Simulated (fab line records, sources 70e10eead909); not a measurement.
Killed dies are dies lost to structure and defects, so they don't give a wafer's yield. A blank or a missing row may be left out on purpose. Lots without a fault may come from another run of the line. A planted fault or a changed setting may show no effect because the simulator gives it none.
Which tool did it? | flow nand_harc | 12 lots, 36 wafers sampled, at 4 steps of a route of 1159

WHAT THE GAUGES READ, wafer by wafer
The record holds no reading of a measuring or inspecting step that can be judged against a usual standard deviation.

WHICH TOOL RAN EACH LOT (tool, then ch and the chambers of the sampled wafers, then the start)
lot  | NHARC_A_M1_DEGAS_29          | NHARC_A_M1_ANNEAL_31             | NHARC_A_M1_DEP_33               | NHARC_THIN_TSV_ETCH_36
L385 | pvd_sputter-02, day 18 06:58 | rtp_anneal-02 ch 0, day 18 07:52 | pecvd-04 ch 1,2, day 18 08:46   | rie_metal-03 ch 0,1, day 19 13:46
L386 | pvd_sputter-01, day 18 09:15 | rtp_anneal-02 ch 0, day 18 10:01 | pecvd-04 ch 0,1,2, day 18 11:07 | rie_metal-01 ch 0,1, day 19 11:22
L389 | pvd_sputter-03, day 18 21:22 | rtp_anneal-02 ch 0, day 18 22:05 | pecvd-02 ch 1,2, day 18 23:05   | rie_metal-01 ch 0,1, day 20 00:17
L390 | pvd_sputter-02, day 19 04:50 | rtp_anneal-01 ch 0, day 19 05:43 | pecvd-04 ch 0,1,2, day 19 06:56 | rie_metal-03 ch 0,1, day 20 09:12
L392 | pvd_sputter-01, day 20 11:29 | rtp_anneal-02 ch 0, day 20 12:20 | pecvd-02 ch 0,1,2, day 20 13:16 | rie_metal-03 ch 0,1, day 21 13:53
L395 | pvd_sputter-01, day 20 15:37 | rtp_anneal-02 ch 0, day 20 16:23 | pecvd-02 ch 0,1,2, day 20 17:20 | rie_metal-03 ch 0,1, day 21 15:20
L394 | pvd_sputter-03, day 20 21:58 | rtp_anneal-02 ch 0, day 20 22:42 | pecvd-01 ch 0,1, day 20 23:40   | rie_metal-01 ch 0,1, day 21 23:59
L396 | pvd_sputter-01, day 20 22:56 | rtp_anneal-02 ch 0, day 20 23:44 | pecvd-02 ch 0,2, day 21 00:43   | rie_metal-03 ch 0,1, day 22 00:51
L401 | pvd_sputter-03, day 22 03:45 | rtp_anneal-02 ch 0, day 22 04:44 | pecvd-02 ch 0,1,2, day 22 05:48 | rie_metal-01 ch 0,1, day 23 09:44
L405 | pvd_sputter-03, day 23 01:32 | rtp_anneal-01 ch 0, day 23 02:17 | pecvd-01 ch 0,1,2, day 23 03:28 | rie_metal-03 ch 0,1, day 24 16:19
L406 | pvd_sputter-03, day 23 05:50 | rtp_anneal-02 ch 0, day 23 06:44 | pecvd-04 ch 0,1,2, day 23 07:41 | rie_metal-01 ch 0,1, day 24 17:02
L404 | pvd_sputter-01, day 23 08:40 | rtp_anneal-01 ch 0, day 23 09:27 | pecvd-04 ch 0,1,2, day 23 10:22 | rie_metal-03 ch 0,1, day 24 18:08
- NHARC_A_M1_DEGAS_29: time 60 s.
- NHARC_A_M1_ANNEAL_31: time 90 s.
- NHARC_A_M1_DEP_33: deposits SiCN, target thk 30 nm.
- NHARC_THIN_TSV_ETCH_36: etches the open film in Cl2/BCl3, target depth 65 nm, time 18.571 s.

WHAT THE TOOLS THEMSELVES READ (means of the sampled wafers that have a number; where no wafer has one, the mark that the record gives instead)
NHARC_A_M1_DEGAS_29.
lot  | tool           | heater_power_w (W)
L385 | pvd_sputter-02 | 363
L386 | pvd_sputter-01 | 302
L389 | pvd_sputter-03 | 310
L390 | pvd_sputter-02 | 335
L392 | pvd_sputter-01 | 354
L395 | pvd_sputter-01 | 324
L394 | pvd_sputter-03 | 300
L396 | pvd_sputter-01 | 324
L401 | pvd_sputter-03 | 318
L405 | pvd_sputter-03 | 303
L406 | pvd_sputter-03 | 333
L404 | pvd_sputter-01 | 321

NHARC_A_M1_ANNEAL_31.
lot  | tool          | wafer_temp_C_max
L385 | rtp_anneal-02 | 226.1
L386 | rtp_anneal-02 | 226.6
L389 | rtp_anneal-02 | 226.1
L390 | rtp_anneal-01 | 226.7
L392 | rtp_anneal-02 | 226.2
L395 | rtp_anneal-02 | 226.6
L394 | rtp_anneal-02 | 226.5
L396 | rtp_anneal-02 | 226.0
L401 | rtp_anneal-02 | 226.3
L405 | rtp_anneal-01 | 226.7
L406 | rtp_anneal-02 | 226.2
L404 | rtp_anneal-01 | 226.4

NHARC_A_M1_DEP_33.
lot  | tool     | heater_power_w (W) | rf_fwd_power_W (W)
L385 | pecvd-04 | 661                | 448.9
L386 | pecvd-04 | 636                | 449.3
L389 | pecvd-02 | 630                | 449.4
L390 | pecvd-04 | 599                | 449.2
L392 | pecvd-02 | 618                | 449.6
L395 | pecvd-02 | 617                | 448.9
L394 | pecvd-01 | 623                | 448.0
L396 | pecvd-02 | 557                | 449.7
L401 | pecvd-02 | 585                | 449.4
L405 | pecvd-01 | 642                | 450.0
L406 | pecvd-04 | 574                | 448.9
L404 | pecvd-04 | 598                | 450.2

NHARC_THIN_TSV_ETCH_36.
lot  | tool         | chamber_pressure_mTorr (mTorr) | drypump_motor_current_A (A) | oes_product_au (a.u.) | run_length_s (s)
L385 | rie_metal-03 | 10.002                         | 5.4                         | 0.993                 | 40.2
L386 | rie_metal-01 | 10.003                         | 5.8                         | 1.012                 | 40.4
L389 | rie_metal-01 | 9.999                          | 5.9                         | 1.016                 | 40.5
L390 | rie_metal-03 | 10.005                         | 5.4                         | 1.000                 | 40.4
L392 | rie_metal-03 | 10.005                         | 5.8                         | 1.009                 | 40.3
L395 | rie_metal-03 | 10.005                         | 5.3                         | 1.004                 | 39.9
L394 | rie_metal-01 | 9.999                          | 5.9                         | 1.016                 | 40.5
L396 | rie_metal-03 | 10.000                         | 5.4                         | 1.008                 | 39.9
L401 | rie_metal-01 | 10.009                         | 5.9                         | 1.003                 | 40.5
L405 | rie_metal-03 | 10.006                         | 5.8                         | 1.007                 | 35.1
L406 | rie_metal-01 | 10.004                         | 5.8                         | 0.999                 | 40.4
L404 | rie_metal-03 | 10.009                         | 5.8                         | 1.006                 | 34.9

THE ANSWER, worked out from the rows above alone
Rule: what is usual is taken from the lots themselves. Put in order of their means at a reading, lots are off if they are a third of the lots or fewer, leave a main group of 4 or more, and stand apart from it by a gap of 3 or more times the standard deviation of the main group's means; of several such gaps the widest counts. A main group whose means are all the same, to the digits that the tables above print for the reading, isn't used. A lot without any number at a reading at which 4 lots or more have one is off too. The other lots that the step has rows for count as sound. The gauges are gone through in route order, then the tools' own readings, and for those a lot's mean is taken as printed above. The first step at which some lot is off is used, and at that step the reading that is off furthest; a lot without a number counts as furthest.
Off: L405, L404, at NHARC_THIN_TSV_ETCH_36 (run_length_s). The main group: mean 40.3 s, standard deviation 0.22.
A tool fits if, at that step or a process step before it, it ran every lot that is off, and no sound lot after the first of them. Can't be told from this: 2 tools fit, rtp_anneal-01 at NHARC_A_M1_ANNEAL_31, rie_metal-03 at NHARC_THIN_TSV_ETCH_36.

WHAT THE SIMULATOR HAD PUT IN
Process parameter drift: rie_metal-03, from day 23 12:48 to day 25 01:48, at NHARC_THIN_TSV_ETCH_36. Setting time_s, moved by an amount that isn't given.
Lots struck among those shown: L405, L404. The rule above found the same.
